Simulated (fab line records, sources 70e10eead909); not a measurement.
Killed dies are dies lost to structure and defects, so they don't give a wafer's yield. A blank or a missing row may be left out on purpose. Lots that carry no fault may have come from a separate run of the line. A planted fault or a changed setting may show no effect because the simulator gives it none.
Which tool did it? :: flow nand harc :: Sampling: 6 lots, 18 wafers, 3 of 1159 route steps

== WHAT THE GAUGES SHOWED, per wafer ==
NHARC_P_GATE_CD_MEAS_11: target cd 1640 nm.
lot: L665
measured: day 4 20:50
on: cd sem-02
cd nm (nm): 1641.7 1636.3 1640.3

lot: L668
measured: day 5 13:04
on: cd sem-01
cd nm (nm): 1639.0 1639.1 1641.5

lot: L670
measured: day 6 05:04
on: cd sem-01
cd nm (nm): 1642.4 1643.4 1642.4

lot: L674
measured: day 7 08:28
on: cd sem-03
cd nm (nm): 1640.3 1641.7 1638.6

lot: L676
measured: day 7 16:14
on: cd sem-01
cd nm (nm): 1643.8 1642.2 1641.9

lot: L679
measured: day 8 14:11
on: cd sem-03
cd nm (nm): 1645.0 1642.5 1641.6

== WHAT TOOL EACH LOT RAN ON (gives the tool, then ch and the chambers of the sampled wafers, and finally the start) ==
lot: L665
NHARC_P_ZERO_WELL_DESCUM_39: rie diel-07 ch 1,2,3, day 2 10:27
NHARC_P_GATE_EXPOSE_08: krf scanner-03 ch 0, day 4 20:40

lot: L668
NHARC_P_ZERO_WELL_DESCUM_39: rie diel-11 ch 0,2,3, day 3 04:21
NHARC_P_GATE_EXPOSE_08: krf scanner-04 ch 0, day 5 12:55

lot: L670
NHARC_P_ZERO_WELL_DESCUM_39: rie diel-11 ch 1,2, day 3 16:17
NHARC_P_GATE_EXPOSE_08: krf scanner-01 ch 0, day 6 04:55

lot: L674
NHARC_P_ZERO_WELL_DESCUM_39: rie diel-11 ch 1,2,3, day 4 16:19
NHARC_P_GATE_EXPOSE_08: krf scanner-03 ch 0, day 7 08:18

lot: L676
NHARC_P_ZERO_WELL_DESCUM_39: rie diel-04 ch 0,1,3, day 5 04:23
NHARC_P_GATE_EXPOSE_08: krf scanner-01 ch 0, day 7 16:04

lot: L679
NHARC_P_ZERO_WELL_DESCUM_39: rie diel-07 ch 0,1,2, day 5 22:25
NHARC_P_GATE_EXPOSE_08: krf scanner-01 ch 0, day 8 14:02
- NHARC_P_ZERO_WELL_DESCUM_39: chemistry O2, time 3 s.
- NHARC_P_GATE_EXPOSE_08: exposes mask P HV.

== THE ANSWER, worked out from the rows above alone ==
Rule: the lots themselves supply what counts as usual. The widest of any qualifying gaps counts: lots, ordered by their means at a reading, are off when they make up no more than a third of the lots, leave a main group of 4 or more, and stand apart from it by 3 or more times the standard deviation of that group's means. A main group is skipped when, at the precision printed for the reading in the tables above, its means are all equal. Also off: a lot with no number at a reading for which 4 or more lots have one. All remaining lots with rows at the step are treated as sound.
No lot is off on any of the readings shown, so nothing can be concluded from this.

== WHAT WAS PUT IN BY THE SIMULATOR ==
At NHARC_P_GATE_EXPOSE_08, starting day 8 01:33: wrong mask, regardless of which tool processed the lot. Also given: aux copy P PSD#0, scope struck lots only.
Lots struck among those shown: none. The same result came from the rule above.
